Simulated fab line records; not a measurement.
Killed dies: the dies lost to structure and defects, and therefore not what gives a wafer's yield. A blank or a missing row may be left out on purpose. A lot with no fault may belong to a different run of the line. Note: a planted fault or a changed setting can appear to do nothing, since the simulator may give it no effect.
fab line records	flow nand-harc
[record] lots = 7	wafers = 21	last-day = 33
route steps=1302 shown P_GATE@126
lots with no fault: from the same line, run without faults
start-h: the number of hours between the record's first day and the start of the first shown wafer of the lot	wait-h: hours elapsed since this lot's preceding step	" as in the row above	L1.1+2: one row covering several wafers at once	- no value, or no start given	* or withheld: withheld	< > ~ a bound
route shown NAME@n: NAME is a module with steps in the file, n the number in the route of the first one	usual: mean and standard deviation over wafers with no fault	same: alike in all rows	chamber/n: place in a boat	sites: each site's reading	_std_site: how widely they spread, as a standard deviation	_edge_site: outer sites' mean less inner sites'	radius-mm: how far each site lies from the wafer's centre	mask NAME#n: copy n	behind: the tool/chamber that last shaped the wafer	hold: why the lot went on hold/how many hours it stayed there/how the hold came to an end	device: names the non-switching transistor (n, p or np)	end of line: the same wafers' tests at the end of the route	a step given without rows: its recipe and nothing more	killed: dies that structure and defects cost at the first sort, which is not the same as the wafer's yield	map: shows each die of a wafer: x if killed, . if not, _ if none is there
set.NAME: setting as actually run; set.NAME@STEP: the setting as run at that earlier step	model.NAME: the simulator's own value behind a step, which no gauge read
a table for each step, a row for each wafer; lots at some steps of the route
services: when a tool's chamber went out of use (start-h, in hours from the record's first day, below 0 if earlier), for how many hours, and the reason
[[steps]]
[step NHARC_P_GATE_STRIP_15]
[recipe] time-s = 780	temp-c = 130	chemistry = SPM
[step NHARC_P_GATE_PRECLEAN_71]
[recipe] time-s = *	temp-c = 50	bath-age-min = 0	chemistry = SC1
[step NHARC_P_GATE_SRD_72]
[step NHARC_P_GATE_OXIDE_16]
[recipe] target-thk-a = 30	temp-c = 875	ox-time-s = 392	material = SiO2
[step NHARC_P_GATE_CVD_17]
[recipe] target-thk-a = 1500	temp-c = 620	time-s = 900	material = poly-Si
[step NHARC_P_GATE_HM_DEP_102]
[recipe] target-thk-a = 1200	temp-c = 400	material = aC
[usual] throttle-valve-pct = 35.001/0.0085
lot.wafer	tool	chamber	start-h	wait-h	throttle-valve-pct
L720.3	acl-dep-01	0	102.43	3.8	34.994
L720.4	"	0	"	"	34.999
L720.5	"	0	"	"	35.009
L728.2	acl-dep-03	0	170.91	0.5	34.997
L728.4	"	0	"	"	34.988
L728.6	"	0	"	"	34.999
L734.1	acl-dep-01	0	241.34	1.7	35.010
L734.2	"	0	"	"	34.989
L734.3	"	0	"	"	35.014
L733.2	acl-dep-02	0	241.63	2.0	35.010
L733.3	"	0	"	"	34.991
L733.4	"	0	"	"	34.995
L735.2	acl-dep-01	0	242.09	2.4	35.010
L735.5	"	0	"	"	34.986
L735.6	"	0	"	"	35.003
L736.1	acl-dep-01	0	256.65	4.6	34.990
L736.4	"	0	"	"	35.003
L736.5	"	0	"	"	34.989
L743.1	acl-dep-03	0	326.65	0.4	35.001
L743.3	"	0	"	"	35.002
L743.6	"	0	"	"	35.006
[step NHARC_P_GATE_DEP_103]
[recipe] target-thk-a = 300	target-thk-nm = 30	temp-c = 400	flow-sccm = 200	rf-w = 350	material = SiON
[usual] heater-power-w = 683/89
lot.wafer	tool	chamber	start-h	wait-h	heater-power-w
L720.3	pecvd-04	0	102.94	0.4	792
L720.5	"	1	"	"	696
L720.4	"	2	"	"	645
L728.2	pecvd-01	1	171.51	0.5	734
L728.6	"	0	"	"	666
L728.4	"	1	"	"	709
L734.1	pecvd-02	1	242.00	0.6	688
L734.2	"	2	"	"	512
L734.3	"	0	"	"	657
L733.2	pecvd-01	0	242.18	0.5	665
L733.3	"	1	"	"	788
L733.4	"	0	"	"	659
L735.2	pecvd-02	1	242.68	0.5	763
L735.5	"	1	"	"	763
L735.6	"	2	"	"	568
L736.1	pecvd-04	0	257.35	0.6	897
L736.5	"	2	"	"	592
L736.4	"	1	"	"	675
L743.3	pecvd-01	1	327.31	0.3	781
L743.1	"	0	"	"	677
L743.6	"	1	"	"	799
[step NHARC_P_GATE_DEHYDRATE_18]
[recipe] temp-c = 150	time-s = 120
[step NHARC_P_GATE_HMDS_19]
[recipe] time-s = 30
[step NHARC_P_GATE_COAT_20]
[recipe] spin-rpm = 1500	resist-thk-nm = 90
[step NHARC_P_GATE_SOFTBAKE_21]
[recipe] temp-c = 105	time-s = 55
[step NHARC_P_GATE_EBR_22]
[step NHARC_P_GATE_EXPOSE_23]
[recipe] na = 1.35	target-cd-nm = 120	dose-mj = 93.91	mask-id = P_GATE
[usual] exposure-dose-mJ-cm2 = 93.92/0.092
lot.wafer	tool	chamber	start-h	wait-h	mask	exposure-dose-mJ-cm2
L720.3	arfi-scanner-02	0	103.43	-	P_GATE#0	93.87
L720.4	"	0	"	"	P_GATE#0	94.01
L720.5	"	0	"	"	P_GATE#0	93.89
L728.2	arfi-scanner-02	0	172.03	-	P_GATE#0	93.94
L728.4	"	0	"	"	P_GATE#0	93.74
L728.6	"	0	"	"	P_GATE#0	93.94
L734.1	arfi-scanner-02	0	242.43	-	P_GATE#0	91.91
L734.2	"	0	"	"	P_GATE#0	91.97
L734.3	"	0	"	"	P_GATE#0	91.94
L733.2	arfi-scanner-02	0	242.61	-	P_GATE#0	91.98
L733.3	"	0	"	"	P_GATE#0	91.89
L733.4	"	0	"	"	P_GATE#0	91.87
L735.2	arfi-scanner-02	0	243.07	-	P_GATE#0	92.07
L735.5	"	0	"	"	P_GATE#0	91.85
L735.6	"	0	"	"	P_GATE#0	91.94
L736.1	arfi-scanner-01	0	257.86	-	P_GATE#0	93.84
L736.4	"	0	"	"	P_GATE#0	93.72
L736.5	"	0	"	"	P_GATE#0	93.82
L743.1	arfi-scanner-03	0	327.88	-	P_GATE#0	94.01
L743.3	"	0	"	"	P_GATE#0	93.88
L743.6	"	0	"	"	P_GATE#0	94.06
[step NHARC_P_GATE_PEB_24]
[recipe] peb-temp-c = 100	peb-time-s = 65
[step NHARC_P_GATE_DEVELOP_25]
[recipe] develop-time-s = 35	dev-temp-c = 23
[step NHARC_P_GATE_CD_MEAS_26]
[recipe] target-cd-nm = 120	landing-energy-ev = 500
[usual] cd-nm = 120.4/0.65
lot.wafer	tool	chamber	start-h	wait-h	cd-nm
L720.3	cd-sem-03	0	103.57	-	120.9
L720.4	"	0	"	"	120.2
L720.5	"	0	"	"	119.6
L728.2	cd-sem-01	0	172.17	-	120.3
L728.4	"	0	"	"	119.4
L728.6	"	0	"	"	120.7
L734.1	cd-sem-03	0	242.57	-	122.0
L734.2	"	0	"	"	121.9
L734.3	"	0	"	"	122.7
L733.2	cd-sem-01	0	242.74	-	122.0
L733.3	"	0	"	"	120.7
L733.4	"	0	"	"	120.4
L735.2	cd-sem-01	0	243.20	-	120.9
L735.5	"	0	"	"	120.9
L735.6	"	0	"	"	120.7
L736.1	cd-sem-03	0	258.00	-	121.2
L736.4	"	0	"	"	119.7
L736.5	"	0	"	"	121.1
L743.1	cd-sem-01	0	328.02	-	120.2
L743.3	"	0	"	"	120.3
L743.6	"	0	"	"	120.8
[step NHARC_P_GATE_OVL_MEAS_27]
[usual] overlay-x-nm = 0.2/0.84	overlay-y-nm = 0.0/0.88
lot.wafer	tool	chamber	start-h	wait-h	overlay-x-nm	overlay-y-nm
L720.3	overlay-02	-	103.65	-	1.4	-0.6
L720.4	"	-	"	"	0.4	-0.7
L720.5	"	-	"	"	0.3	-0.6
L728.2	overlay-02	-	172.25	-	-0.4	0.0
L728.4	"	-	"	"	-0.5	0.5
L728.6	"	-	"	"	-0.8	0.6
L734.1	overlay-01	-	242.65	-	1.2	0.3
L734.2	"	-	"	"	0.3	0.5
L734.3	"	-	"	"	0.6	0.6
L733.2	overlay-02	-	242.83	-	0.6	-0.2
L733.3	"	-	"	"	0.1	0.6
L733.4	"	-	"	"	0.5	0.2
L735.2	overlay-02	-	243.29	-	0.7	-1.5
L735.5	"	-	"	"	1.0	-1.2
L735.6	"	-	"	"	0.7	-1.2
L736.1	overlay-02	-	258.09	-	-0.5	0.5
L736.4	"	-	"	"	0.1	1.0
L736.5	"	-	"	"	-0.5	0.6
L743.1	overlay-02	-	328.10	-	0.4	0.5
L743.3	"	-	"	"	0.0	0.3
L743.6	"	-	"	"	0.4	-0.2
[step NHARC_P_GATE_INSPECT_28]
[usual] raw-defect-count = 6.1/2.8
lot.wafer	tool	chamber	start-h	wait-h	raw-defect-count
L720.3	defect-inspect-01	-	103.69	0.0	4
L720.4	"	-	"	"	5
L720.5	"	-	"	"	3
L728.2	defect-inspect-01	-	172.29	0.0	13
L728.4	"	-	"	"	11
L728.6	"	-	"	"	10
L734.1	defect-inspect-01	-	242.69	0.0	5
L734.2	"	-	"	"	3
L734.3	"	-	"	"	3
L733.2	defect-inspect-01	-	242.87	0.0	10
L733.3	"	-	"	"	5
L733.4	"	-	"	"	10
L735.2	defect-inspect-01	-	243.33	0.0	3
L735.5	"	-	"	"	3
L735.6	"	-	"	"	6
L736.1	defect-inspect-02	-	258.13	0.0	6
L736.4	"	-	"	"	5
L736.5	"	-	"	"	6
L743.1	defect-inspect-01	-	328.14	0.0	3
L743.3	"	-	"	"	8
L743.6	"	-	"	"	3
[step NHARC_P_GATE_DESCUM_31]
[recipe] time-s = 3	o2-flow-sccm = 200	ar-flow-sccm = 0	bias-power-w = 0	chemistry = O2
[usual] drypump-motor-current-A = 5.5/0.33	o2-flow-sccm = 200.0/0.59	oes-product-au = 0.999/0.0095	rf-vpp-V = 57.8/0.86	showerhead-plenum-p-Torr = 1.88/0.07	throttle-valve-pct = 11.312/0.0087
lot.wafer	tool	chamber	start-h	wait-h	drypump-motor-current-A	o2-flow-sccm	oes-product-au	rf-hours-counter-h	rf-vpp-V	showerhead-plenum-p-Torr	throttle-valve-pct	model.P_GATE.cd-nm
L720.3	rie-diel-12	0	103.75	0.1	5.2	198.5	1.000	0.9	57.1	1.82	11.300	120.7
L720.4	"	2	"	"	5.7	200.4	0.994	0.5	57.4	1.92	11.312	121.2
L720.5	"	0	"	"	5.2	199.3	1.001	-	57.9	1.82	11.310	119.8
L728.2	rie-diel-12	3	172.35	0.1	5.4	199.4	1.009	5.1	58.6	1.83	11.294	120.7
L728.4	"	2	"	"	5.6	200.0	0.997	4.4	59.1	1.92	11.317	120.3
L728.6	"	3	"	"	5.4	199.2	0.997	-	58.7	1.83	11.321	120.7
L734.2	rie-diel-02	1	242.75	0.1	5.7	199.2	1.007	1.4	58.1	1.88	11.304	121.5
L734.3	"	2	"	"	5.4	199.9	0.998	0.9	57.9	1.87	11.313	122.1
L734.1	"	0	"	"	5.5	200.4	1.001	1.3	56.4	1.79	11.311	121.5
L733.4	rie-diel-09	2	242.94	0.1	6.4	200.4	1.003	5.9	58.0	2.01	11.311	120.2
L733.2	"	3	"	"	5.7	199.5	1.000	4.3	57.4	1.93	11.311	122.2
L733.3	"	0	"	"	5.1	199.3	0.994	5.1	57.0	1.84	11.318	120.6
L735.2	rie-diel-12	3	243.40	0.1	5.4	199.9	0.995	9.6	56.4	1.83	11.314	120.8
L735.5	"	3	"	"	5.4	199.4	0.995	-	57.2	1.83	11.314	120.7
L735.6	"	1	"	"	5.8	199.9	0.989	-	58.0	1.83	11.307	120.6
L736.4	rie-diel-02	0	258.19	0.1	5.4	200.3	0.999	1.7	56.4	1.79	11.305	120
L736.1	"	2	"	"	5.4	199.6	0.987	1.2	57.1	1.87	11.304	121.4
L736.5	"	1	"	"	5.7	200.0	0.988	-	58.4	1.88	11.314	121.4
L743.1	rie-diel-12	0	328.21	0.1	5.2	200.0	1.006	2.9	57.6	1.82	11.306	120.3
L743.3	"	1	"	"	5.7	201.0	0.983	2.5	56.8	1.83	11.314	121.1
L743.6	"	0	"	"	5.2	201.0	1.010	-	58.0	1.82	11.309	121.2
[step NHARC_P_GATE_ETCH_104]
[recipe] target-depth-a = 600	time-s = withheld	cf4-flow-sccm = 100	chf3-flow-sccm = 30	ar-flow-sccm = 0	rf-w = 500	bias-w = 200	chemistry = CF4/CHF3
[usual] bias-w = 200.0/0.62	drypump-motor-current-A = 5.5/0.32	oes-product-au = 0.952/0.02	rf-vpp-V = 369.8/2.1	showerhead-plenum-p-Torr = 1.55/0.056	throttle-valve-pct = 16.802/0.0082
lot.wafer	tool	chamber	start-h	wait-h	bias-w	drypump-motor-current-A	oes-product-au	rf-vpp-V	showerhead-plenum-p-Torr	throttle-valve-pct	model.P_GATE.cd-nm
L720.4	rie-diel-12	1	103.83	0.1	199.9	5.8	0.961	369.3	1.51	16.805	121.1
L720.3	"	3	"	"	200.5	5.4	0.978	367.8	1.51	16.799	120.8
L720.5	"	1	"	"	201.0	5.8	0.960	367.4	1.51	16.796	119.8
L728.2	rie-diel-12	2	172.44	0.1	201.4	5.6	0.975	372.3	1.58	16.794	120.5
L728.4	"	3	"	"	200.7	5.4	0.960	369.3	1.51	16.792	120.7
L728.6	"	3	"	"	200.2	5.4	0.960	370.0	1.51	16.808	121.1
L734.2	rie-diel-02	1	242.84	0.1	199.7	5.7	0.934	369.5	1.55	16.783	121.9
L734.3	"	2	"	"	199.5	5.4	0.927	370.6	1.54	16.784	122.6
L734.1	"	3	"	"	201.1	5.7	0.921	371.1	1.56	16.813	121.8
L733.3	rie-diel-09	1	243.01	0.1	200.1	5.1	0.959	374.0	1.68	16.807	121.3
L733.2	"	2	"	"	198.8	6.4	0.962	372.5	1.65	16.791	122.5
L733.4	"	0	"	"	200.2	5.1	0.976	370.3	1.52	16.795	120.3
L735.2	rie-diel-12	1	243.49	0.1	200.2	5.8	0.947	368.0	1.51	16.801	120.9
L735.5	"	3	"	"	200.5	5.4	0.962	367.9	1.51	16.802	121.2
L735.6	"	1	"	"	200.6	5.8	0.953	366.5	1.51	16.800	120.4
L736.4	rie-diel-02	0	258.27	0.1	200.2	5.5	0.957	367.1	1.48	16.816	120.6
L736.1	"	2	"	"	199.8	5.4	0.981	368.9	1.54	16.800	121.6
L736.5	"	0	"	"	198.7	5.4	0.949	366.2	1.48	16.802	121.6
L743.1	rie-diel-12	3	328.29	0.1	200.2	5.4	0.928	368.4	1.51	16.806	121
L743.3	"	0	"	"	199.4	5.2	0.929	368.9	1.50	16.802	121.6
L743.6	"	1	"	"	199.9	5.7	0.916	368.1	1.51	16.800	121.2
[step NHARC_P_GATE_HM_OPEN_105]
[recipe] target-depth-a = 3600	o2-flow-sccm = 400	cos-flow-sccm = 20	ar-flow-sccm = 0	rf-w = 500	bias-w = 300	chemistry = O2/COS
[usual] bias-w = 300.0/0.92	drypump-motor-current-A = 5.6/0.33	o2-flow-sccm = 400.1/1.2	oes-product-au = 1.000/0.0096	rf-vpp-V = 466.3/2.3	showerhead-plenum-p-Torr = 3.07/0.1	throttle-valve-pct = 28.330/0.009
lot.wafer	tool	chamber	start-h	wait-h	bias-w	drypump-motor-current-A	o2-flow-sccm	oes-product-au	rf-hours-counter-h	rf-vpp-V	showerhead-plenum-p-Torr	throttle-valve-pct
L720.3	rie-diel-12	0	-	-	300.5	5.2	399.4	1.005	0.9	464.2	2.98	28.324
L720.4	"	1	"	"	300.3	5.8	401.3	0.989	0.5	464.3	2.99	28.327
L720.5	"	0	"	"	300.5	5.2	400.3	0.999	-	465.2	2.98	28.330
L728.4	rie-diel-12	1	-	-	299.6	5.8	401.8	0.996	5.0	465.7	2.99	28.344
L728.2	"	3	"	"	300.2	5.4	398.5	1.001	5.1	463.8	3.00	28.326
L728.6	"	2	"	"	299.7	5.7	399.3	0.990	-	466.6	3.14	28.332
L734.2	rie-diel-02	0	-	-	299.2	5.5	400.0	1.007	1.3	463.9	2.93	28.323
L734.1	"	2	"	"	298.2	5.5	401.1	0.994	1.0	465.9	3.05	28.334
L734.3	"	3	"	"	300.7	5.7	399.1	1.006	0.8	466.5	3.09	28.301
L733.2	rie-diel-09	2	-	-	297.9	6.4	399.2	1.006	5.9	469.9	3.27	28.346
L733.3	"	0	"	"	300.1	5.1	399.0	0.996	5.1	465.4	3.01	28.320
L733.4	"	1	"	"	299.9	5.0	399.8	0.994	6.6	469.8	3.34	28.326
L735.2	rie-diel-12	2	-	-	300.2	5.7	401.2	0.990	9.2	468.5	3.13	28.350
L735.6	"	2	"	"	300.9	5.6	401.1	1.002	-	465.7	3.13	28.339
L735.5	"	3	"	"	299.5	5.4	399.8	1.003	-	464.1	3.00	28.331
L736.1	rie-diel-02	3	-	-	300.4	5.7	400.6	1.014	1.2	466.4	3.09	28.321
L736.4	"	0	"	"	299.0	5.5	398.4	1.007	1.7	463.8	2.93	28.352
L736.5	"	3	"	"	300.6	5.8	399.1	1.013	-	466.4	3.09	28.348
L743.3	rie-diel-12	1	-	-	300.3	5.8	401.7	0.976	2.5	463.6	2.99	28.336
L743.1	"	3	"	"	300.2	5.4	399.7	1.008	2.4	463.6	2.99	28.331
L743.6	"	1	"	"	303.0	5.8	402.1	0.979	-	463.6	2.99	28.329
[[services]]
tool	chamber	start-h	hours	kind
rie-diel-12	-	91.45	9.0	pm
rie-diel-02	0	91.93	39.2	repair
pecvd-01	-	92.63	1.3	repair
pecvd-01	2	118.52	50.6	repair
rie-diel-09	1	126.39	13.9	repair
pecvd-01	-	130.08	13.0	pm
rie-diel-09	2	134.92	6.7	repair
arfi-scanner-02	-	140.00	4.0	pm
rie-diel-09	-	143.17	9.0	pm
rie-diel-02	3	172.30	6.0	repair
acl-dep-01	-	186.24	13.0	pm
rie-diel-12	1	190.19	8.3	repair
rie-diel-09	3	190.44	5.8	repair
arfi-scanner-02	-	194.71	0.9	repair
rie-diel-09	-	200.90	0.7	repair
rie-diel-12	0	212.10	42.8	repair
rie-diel-02	-	216.82	9.0	pm
arfi-scanner-02	-	237.43	0.5	repair
arfi-scanner-02	-	246.41	4.1	repair
rie-diel-12	-	252.16	0.4	repair
rie-diel-02	2	261.66	1.5	repair
rie-diel-12	-	268.45	9.0	pm
rie-diel-12	0	301.09	3.1	repair
arfi-scanner-02	-	312.00	4.0	pm
[[key]]
[first-sign] step = NHARC_P_GATE_EXPOSE_23	reading = exposure-dose-mJ-cm2	direction = down	sigmas = 21	usual = 93.92	struck = 91.94
[effect] step = NHARC_P_GATE_CD_MEAS_26	reading = cd-nm	direction = up	sigmas = 1.5	usual = 120.4	struck = 121.3
[model-effect] step = NHARC_P_GATE_DESCUM_31	value = P_GATE.cd-nm	without = 119.9	struck = 121.1
[model-effect] step = NHARC_P_GATE_ETCH_104	value = P_GATE.cd-nm	without = 120.2	struck = 121.4
met-at NHARC_P_GATE_EXPOSE_23
struck-wafers L733.2,L733.3,L733.4,L734.1,L734.2,L734.3,L735.2,L735.5,L735.6
tester-left-out L733,L734,L735
onset-between 172.03 242.43
[fault] kind = process-parameter-drift	tool = arfi-scanner-02	chamber = -	onset-h = 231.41	steps = NHARC_P_GATE_EXPOSE_23	channel = dose-mj	offset = -1.9444	shape = step	acts-in = these-recipes-only	stated = 93.91
// tester-left-out: of these lots the tester's yield and bins aren't shown, on N5 and GAA mostly nor the transistor test; their killed dies are dies lost to structure and defects alone, not to doping, threshold or leakage, so they don't give the yield
